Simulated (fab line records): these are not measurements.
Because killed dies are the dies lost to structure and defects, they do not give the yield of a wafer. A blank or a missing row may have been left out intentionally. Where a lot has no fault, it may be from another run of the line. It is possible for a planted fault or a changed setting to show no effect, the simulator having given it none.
fab line records	flow nand_harc
[record] lots = 11	wafers = 33	last_day = 33
route steps=1302 shown A_SLIT@936 A_SIN_REMOVE@951 A_WL_FILL@957 END@1302
lots that met no fault: taken from a fault-free run of the same line
start_h: the number of hours between the record's first day and the start of the first shown wafer of the lot	wait_h: hours since the lot's step before	" repeats the value in the row above	L1.1+2: a single row standing in for several wafers	- no value, or no start was given	* or withheld: withheld	< > ~ a bound
route shown NAME@n: NAME is a module with steps in the file, n the number in the route of the first one	usual: mean and standard deviation over wafers with no fault	same: alike in all rows	chamber/n: place in a boat	sites: per-site readings	_std_site: the standard deviation of these	_edge_site: mean of outer sites minus mean of inner sites	radius_mm: how far each site lies from the wafer's centre	mask NAME#n: copy n	behind: the tool/chamber that last shaped the wafer	hold: the reason the lot was held/the length of the hold in hours/how it ended	device: the n, p or np transistor that did not switch	end of line: tests run on the same wafers once the route is complete	a step with no rows: only its recipe	killed: count of dies lost to structure and defects at first sort (not the wafer's yield)	map: the dies of a wafer, with x for killed, . for not killed, _ for no die there
set.NAME: the run value of the setting; set.NAME@STEP: its run value at that earlier step	model.NAME: the simulator's own value behind a step, which no gauge read
route steps across a sampled set of lots; one table per step, one row per wafer
services: a tool's chamber out of use, with start hour (start_h, from the record's first day; less than 0 if before it), hours out, and reason
[[steps]]
[step NHARC_A_SLIT_DESCUM_14]
[recipe] time_s = 3	o2_flow_sccm = 200	ar_flow_sccm = 0	bias_power_w = 0	chemistry = O2
[usual] drypump_motor_current_A = 5.6/0.42	mfc_ar_sccm = 0.009/0.014	o2_flow_sccm = 199.9/0.65	oes_product_au = 0.999/0.011	rf_vpp_V = 57.8/0.9	showerhead_plenum_p_Torr = 1.91/0.079	throttle_valve_pct = 11.312/0.0087
lot.wafer	tool	chamber	start_h	wait_h	drypump_motor_current_A	mfc_ar_sccm	o2_flow_sccm	oes_product_au	rf_hours_counter_h	rf_vpp_V	showerhead_plenum_p_Torr	throttle_valve_pct
L142.4	rie_diel-10	2	460.02	0.1	4.8	0	200.0	0.996	0	58.1	2.03	11.320
L142.1	"	3	"	"	5.7	0	200.3	1.019	0	56.3	1.80	11.305
L142.5	"	1	"	"	5.9	0	200.1	0.998	-	58.5	1.95	11.302
L141.1	rie_diel-02	1	466.79	0.1	5.0	0	199.4	0.998	4	57.3	1.84	11.312
L141.3	"	2	"	"	5.4	0	198.7	0.991	4	59.5	1.93	11.326
L141.5	"	2	"	"	5.4	0	198.8	0.983	-	59.1	1.93	11.312
L152.2	rie_diel-07	1	554.70	0.1	5.9	0.010	201.3	0.992	5	58.6	2.05	11.314
L152.3	"	2	"	"	5.5	0	201.1	1.007	5	59.0	2.04	11.303
L152.1	"	3	"	"	6.2	0	199.8	1.014	4	56.1	1.82	11.293
L153.3	rie_diel-02	1	567.47	0.1	5.0	0	199.9	1.011	10	58.4	1.84	11.311
L153.4	"	2	"	"	5.4	0	199.1	1.000	12	58.2	1.92	11.323
L153.1	"	3	"	"	6.0	0.039	200.1	0.984	13	57.5	1.95	11.318
L154.3	rie_diel-02	3	599.78	0.1	6.0	0.039	201.2	1.003	2	59.2	1.95	11.307
L154.2	"	0	"	"	5.8	0.003	200.2	1.009	2	58.4	1.90	11.323
L154.5	"	1	"	"	5.0	0	199.2	0.997	-	57.3	1.84	11.317
L157.4	rie_diel-10	0	623.60	0.1	5.8	0.024	199.3	0.989	1	56.9	1.78	11.296
L157.5	"	0	"	"	5.8	0.024	199.3	0.989	-	57.2	1.78	11.298
L157.6	"	1	"	"	5.8	0	199.0	1.003	-	56.6	1.95	11.304
L160.3	rie_diel-10	0	634.01	0.1	5.9	0.024	199.2	0.992	2	56.5	1.78	11.304
L160.4	"	1	"	"	5.8	0	201.1	1.005	2	57.6	1.95	11.309
L160.6	"	0	"	"	5.9	0.024	199.7	0.997	-	56.3	1.78	11.307
L159.1	rie_diel-07	0	634.18	0.1	6.1	0.002	200.0	0.987	9	58.0	1.93	11.291
L159.3	"	1	"	"	5.9	0.010	198.8	0.977	9	57.7	2.05	11.309
L159.2	"	3	"	"	6.2	0	199.4	0.983	9	56.8	1.82	11.316
L161.2	rie_diel-10	2	650.81	0.1	4.8	0	200.1	0.996	3	58.9	2.03	11.305
L161.5	"	1	"	"	5.8	0	200.6	1.002	-	58.0	1.95	11.314
L161.6	"	2	"	"	4.8	0	200.1	0.997	-	57.3	2.03	11.314
L163.4	rie_diel-02	3	662.46	0.1	6.0	0.039	198.9	1.002	8	58.9	1.94	11.317
L163.3	"	1	"	"	5.0	0	199.9	0.999	8	57.7	1.84	11.314
L163.1	"	2	"	"	5.4	0	200.3	1.010	1	58.1	1.92	11.303
L162.4	rie_diel-07	1	663.70	0.1	5.9	0.010	199.1	0.993	0	58.9	2.05	11.291
L162.2	"	2	"	"	5.5	0	199.5	1.008	0	58.0	2.04	11.317
L162.5	"	1	"	"	5.9	0.010	199.6	0.986	-	57.8	2.05	11.318
[step NHARC_A_SIN_REMOVE_INSPECT_04]
[usual] raw_defect_count = 394/100
lot.wafer	tool	chamber	start_h	wait_h	raw_defect_count
L142.1	defect_inspect-01	-	472.71	0.0	1044
L142.4	"	-	"	"	481
L142.5	"	-	"	"	546
L141.1	defect_inspect-01	-	480.89	0.0	436
L141.3	"	-	"	"	530
L141.5	"	-	"	"	352
L152.1	defect_inspect-02	-	567.45	0.0	368
L152.2	"	-	"	"	388
L152.3	"	-	"	"	398
L153.1	defect_inspect-01	-	581.91	0.0	294
L153.3	"	-	"	"	311
L153.4	"	-	"	"	310
L154.2	defect_inspect-02	-	613.29	0.0	479
L154.3	"	-	"	"	374
L154.5	"	-	"	"	400
L157.4	defect_inspect-02	-	635.39	0.0	409
L157.5	"	-	"	"	337
L157.6	"	-	"	"	467
L159.1	defect_inspect-01	-	650.59	0.0	270
L159.2	"	-	"	"	363
L159.3	"	-	"	"	336
L160.3	defect_inspect-02	-	650.59	0.0	403
L160.4	"	-	"	"	384
L160.6	"	-	"	"	427
L161.2	defect_inspect-02	-	667.51	0.0	402
L161.5	"	-	"	"	328
L161.6	"	-	"	"	416
L163.1	defect_inspect-01	-	675.50	0.0	364
L163.3	"	-	"	"	268
L163.4	"	-	"	"	306
L162.2	defect_inspect-02	-	680.43	0.0	349
L162.4	"	-	"	"	292
L162.5	"	-	"	"	336
[step NHARC_A_WL_FILL_ETCHBACK_04]
[recipe] target_depth_a = 600	time_s = 120	chemistry = NF3
[usual] drypump_motor_current_A = 5.9/0.57	oes_product_au = 0.997/0.0081	run_length_s = 141.2/0.35
lot.wafer	tool	chamber	start_h	wait_h	drypump_motor_current_A	oes_product_au	rf_hours_counter_h	run_length_s
L142.1	rie_metal-01	1	475.64	0.4	6.2	1.006	1.0	141.6
L142.4	"	1	"	"	6.2	1.005	-	141.2
L142.5	"	1	"	"	6.2	1.015	-	141.0
L141.1	rie_metal-03	1	482.25	0.3	6.6	0.981	2.2	141.4
L141.3	"	0	"	"	6.0	0.990	-	141.2
L141.5	"	0	"	"	6.1	0.996	-	141.5
L152.1	rie_metal-03	1	569.05	0.3	6.6	0.984	1.1	141.9
L152.2	"	1	"	"	6.6	0.982	-	154.9
L152.3	"	1	"	"	6.6	0.991	-	155.1
L153.1	rie_metal-03	0	583.30	0.3	6.0	0.987	0.6	141.6
L153.3	"	1	"	"	6.6	0.989	-	154.9
L153.4	"	0	"	"	6.0	0.990	-	141.2
L154.2	rie_metal-01	1	614.64	0.3	6.2	1.000	0.1	141.3
L154.3	"	0	"	"	5.4	0.993	-	140.5
L154.5	"	0	"	"	5.4	0.995	-	140.8
L157.4	rie_metal-01	1	637.13	0.3	6.2	0.996	-	141.3
L157.5	"	0	"	"	5.4	0.986	-	140.5
L157.6	"	1	"	"	6.2	0.999	-	141.7
L159.1	rie_metal-03	1	652.23	0.6	6.6	0.992	3.0	141.2
L159.2	"	0	"	"	6.0	0.992	1.6	141.4
L159.3	"	0	"	"	6.0	0.988	-	141.2
L160.3	rie_metal-02	1	652.26	0.4	5.5	1.005	-	141.1
L160.4	"	1	"	"	5.5	1.005	-	140.9
L160.6	"	1	"	"	5.5	0.998	-	141.6
L161.2	rie_metal-01	1	668.85	0.3	6.3	0.990	1.2	141.2
L161.5	"	1	"	"	6.2	0.992	-	141.5
L161.6	"	0	"	"	5.4	0.997	-	140.5
L163.1	rie_metal-03	1	676.88	0.3	6.7	0.987	3.7	141.2
L163.3	"	0	"	"	6.0	0.987	-	141.5
L163.4	"	1	"	"	6.6	0.993	-	141.1
L162.2	rie_metal-02	0	681.82	0.4	4.9	1.012	0.3	141.1
L162.4	"	1	"	"	5.6	1.014	-	141.5
L162.5	"	1	"	"	5.6	1.007	-	141.2
[step NHARC_A_WL_FILL_STRIP_29]
[recipe] time_s = 20	o2_flow_sccm = 500	ar_flow_sccm = 0	bias_w = 0	chemistry = O2
[usual] drypump_motor_current_A = 5.7/0.41	mfc_ar_sccm = 0.009/0.012	o2_flow_sccm = 499.9/1.5	oes_product_au = 1.000/0.0099	rf_vpp_V = 57.7/1	showerhead_plenum_p_Torr = 3.56/0.12	throttle_valve_pct = 17.037/0.0089
lot.wafer	tool	chamber	start_h	wait_h	drypump_motor_current_A	mfc_ar_sccm	o2_flow_sccm	oes_product_au	rf_hours_counter_h	rf_vpp_V	showerhead_plenum_p_Torr	throttle_valve_pct
L142.4	rie_diel-12	3	488.59	0.1	5.8	0.029	500.1	0.997	1.1	57.4	3.68	17.033
L142.1	"	0	"	"	5.9	0	496.6	1.016	1.3	58.5	3.44	17.040
L142.5	"	1	"	"	5.3	0.018	498.9	0.987	-	58.8	3.51	17.045
L141.3	rie_diel-12	1	493.99	0.1	5.3	0.018	501.7	0.992	1.3	57.4	3.51	17.031
L141.1	"	3	"	"	5.8	0.029	498.5	0.999	1.2	59.1	3.68	17.047
L141.5	"	0	"	"	5.9	0	496.8	1.016	-	58.0	3.44	17.051
L152.1	rie_diel-04	1	581.83	0.1	5.5	0.004	498.2	1.013	2.5	59.4	3.62	17.033
L152.2	"	3	"	"	5.3	0.003	501.5	0.996	2.1	58.0	3.72	17.039
L152.3	"	0	"	"	6.0	0.026	499.4	0.997	2.1	58.5	3.61	17.039
L153.4	rie_diel-04	0	594.27	0.1	6.1	0.026	498.7	0.996	2.7	57.8	3.61	17.040
L153.3	"	1	"	"	5.6	0.004	498.3	1.012	3.2	58.1	3.62	17.045
L153.1	"	3	"	"	5.3	0.003	498.2	0.985	2.4	57.0	3.72	17.032
L154.2	rie_diel-05	2	625.67	0.1	5.3	0	499.3	0.992	0.6	57.1	3.36	17.034
L154.3	"	0	"	"	5.0	0	502.7	0.996	0.7	57.4	3.59	17.045
L154.5	"	2	"	"	5.3	0	500.2	0.988	-	57.2	3.36	17.055
L157.4	rie_diel-05	3	647.78	0.1	6.2	0	499.7	1.007	1.8	58.3	3.78	17.035
L157.6	"	2	"	"	5.3	0	499.4	1.004	-	55.1	3.36	17.047
L157.5	"	3	"	"	6.2	0	500.2	1.008	-	59.1	3.78	17.017
L160.4	rie_diel-05	1	665.62	0.1	6.1	0.035	502.7	0.993	1.9	57.0	3.46	17.040
L160.3	"	2	"	"	5.3	0	499.8	0.997	1.9	57.5	3.36	17.033
L160.6	"	1	"	"	6.1	0.035	501.8	1.006	-	59.7	3.46	17.039
L159.2	rie_diel-12	2	666.80	0.1	5.3	0	498.9	1.013	0.6	57.4	3.36	17.032
L159.3	"	0	"	"	5.9	0	500.6	1.019	0.7	58.1	3.44	17.029
L159.1	"	1	"	"	5.3	0.018	498.9	1.003	0.6	56.8	3.51	17.044
L161.2	rie_diel-05	2	679.35	0.1	5.3	0	500.9	0.984	2.5	57.2	3.36	17.045
L161.5	"	1	"	"	6.2	0.035	498.9	0.985	-	59.1	3.46	17.031
L161.6	"	3	"	"	6.2	0	501.2	0.988	-	57.6	3.78	17.040
L163.1	rie_diel-04	1	687.96	0.5	5.5	0.004	497.3	1.013	7.5	56.4	3.61	17.037
L163.4	"	3	"	"	5.3	0.003	498.6	1.002	7.3	59.4	3.72	17.026
L163.3	"	0	"	"	6.1	0.026	500.6	0.993	7.0	57.2	3.61	17.027
L162.4	rie_diel-04	0	692.83	0.1	6.0	0.026	499.7	0.990	7.0	58.5	3.61	17.041
L162.2	"	1	"	"	5.5	0.004	498.8	1.011	7.5	57.1	3.61	17.033
L162.5	"	0	"	"	6.0	0.026	497.5	0.990	-	57.2	3.61	17.039
[step NHARC_END_SORT_01]
[recipe] temp_c = 25
[usual] killed_at_array = 63/17	killed_at_other = 0.8/1.1	killed_at_periphery = 3.5/3	killed_dies = 67/17	killed_open = 3.1/1.6	killed_short = 2.6/1.4
[same] gross_dies = 677
lot.wafer	tool	chamber	start_h	wait_h	killed_at_array	killed_at_other	killed_at_periphery	killed_dies	killed_open	killed_short
L157.4	prober-02	0	734.46	3.4	57	0	6	63	3	2
L157.5	prober-02	0	735.26	3.7	69	0	1	70	5	3
L157.6	prober-02	0	736.06	4.0	76	0	4	80	1	4
L161.2	prober-02	0	771.91	2.8	61	1	4	66	6	4
L161.5	prober-02	0	774.34	3.7	72	0	2	74	1	5
L161.6	prober-02	0	775.15	4.1	59	0	5	64	2	3
// killed by level:class
L157.4 A_SLIT:chamber_film_flake=24 A_CHANNEL_HOLE_D2:chamber_film_flake=16 A_CHANNEL_HOLE_D1:chamber_film_flake=7 A_CONTACT:chamber_film_flake=7 A_STAIRCASE:chamber_film_flake=3 P_GATE:geometric_particle:open=1 P_GATE:geometric_particle:short=1 P_CONTACT:geometric_particle:open=1
L157.5 A_SLIT:chamber_film_flake=35 A_CHANNEL_HOLE_D2:chamber_film_flake=21 A_CHANNEL_HOLE_D1:chamber_film_flake=6 A_M0:geometric_particle:open=2 P_M0:geometric_particle:open=1 A_CHANNEL_FILL_D1:geometric_particle:short=1 A_DECK1_JOINT:geometric_particle:short=1 A_ONON_D2:geometric_particle:short=1
L157.6 A_SLIT:chamber_film_flake=37 A_CHANNEL_HOLE_D2:chamber_film_flake=22 A_CHANNEL_HOLE_D1:chamber_film_flake=7 A_CONTACT:chamber_film_flake=4 P_STI:chamber_film_flake=2 A_CHANNEL_FILL_D1:geometric_particle:short=1 A_ONON_D2:geometric_particle:short=1 A_CHANNEL_HOLE_D2:geometric_particle:open=1
L161.2 A_CHANNEL_HOLE_D2:chamber_film_flake=28 A_CHANNEL_HOLE_D1:chamber_film_flake=9 A_CONTACT:chamber_film_flake=8 A_SLIT:chamber_film_flake=5 P_GATE:chamber_film_flake=4 A_ONON_D1:geometric_particle:open=3 A_CHANNEL_FILL_D1:geometric_particle:short=2 A_ONON_D1:geometric_particle:short=1
L161.5 A_CHANNEL_HOLE_D2:chamber_film_flake=30 A_CHANNEL_HOLE_D1:chamber_film_flake=15 A_CONTACT:chamber_film_flake=11 A_SLIT:chamber_film_flake=5 A_STAIRCASE:chamber_film_flake=3 P_GATE:chamber_film_flake=2 A_DECK1_JOINT:geometric_particle:short=1 A_ONON_D2:geometric_particle:short=1
L161.6 A_CHANNEL_HOLE_D2:chamber_film_flake=31 A_CHANNEL_HOLE_D1:chamber_film_flake=11 A_STAIRCASE:chamber_film_flake=5 A_CONTACT:chamber_film_flake=5 P_GATE:chamber_film_flake=3 A_SGD_CUT:geometric_particle:short=2 A_SLIT:chamber_film_flake=2 P_M0:geometric_particle:open=1
[[services]]
tool	chamber	start_h	hours	kind
rie_diel-12	-	445.40	9.0	pm
rie_diel-07	1	446.97	3.8	repair
rie_diel-07	-	471.20	9.0	pm
rie_diel-05	1	497.84	1.8	repair
rie_diel-04	0	500.63	14.8	repair
rie_diel-07	-	510.42	0.2	repair
rie_diel-07	2	511.98	4.1	repair
rie_diel-02	-	516.31	0.5	repair
rie_metal-03	-	519.16	9.0	pm
rie_diel-04	-	531.90	9.0	pm
rie_diel-10	3	534.37	9.1	repair
rie_metal-03	0	544.49	26.8	repair
rie_diel-02	-	570.72	9.0	pm
rie_metal-01	-	575.00	9.0	pm
rie_diel-02	2	583.25	54.1	repair
rie_diel-05	-	583.69	9.0	pm
rie_diel-07	2	590.22	5.9	repair
rie_diel-07	-	593.18	0.4	repair
rie_diel-10	-	596.50	9.0	pm
rie_diel-12	3	603.86	2.5	repair
rie_diel-12	-	622.40	9.0	pm
rie_metal-01	1	655.90	2.3	repair
rie_diel-10	-	672.69	11.3	repair
rie_diel-04	0	677.10	4.5	repair
[[key]]
[first_sign] step = NHARC_A_WL_FILL_ETCHBACK_04	reading = run_length_s	direction = up	sigmas = 39	usual = *	struck = *
effect none on later readings
met_at NHARC_A_WL_FILL_ETCHBACK_04
struck_lots L152,L153
struck_wafers L152.2,L152.3,L153.3
tester_left_out L152,L153
not_acting_at NHARC_A_SLIT_DESCUM_14,NHARC_A_SIN_REMOVE_INSPECT_04,NHARC_A_WL_FILL_STRIP_29
onset_between 482.25 569.05
[fault] kind = process_parameter_drift	tool = rie_metal-03	chamber = -	onset_h = 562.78	steps = NHARC_A_WL_FILL_ETCHBACK_04	channel = time_s	offset = *	shape = step	end_h = 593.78	scope = struck_wafers_only	acts_in = *	stated = *
// tester_left_out: of these lots the tester's yield and bins aren't shown, on N5 and GAA mostly nor the transistor test; their killed dies are dies lost to structure and defects alone, not to doping, threshold or leakage, so they don't give the yield
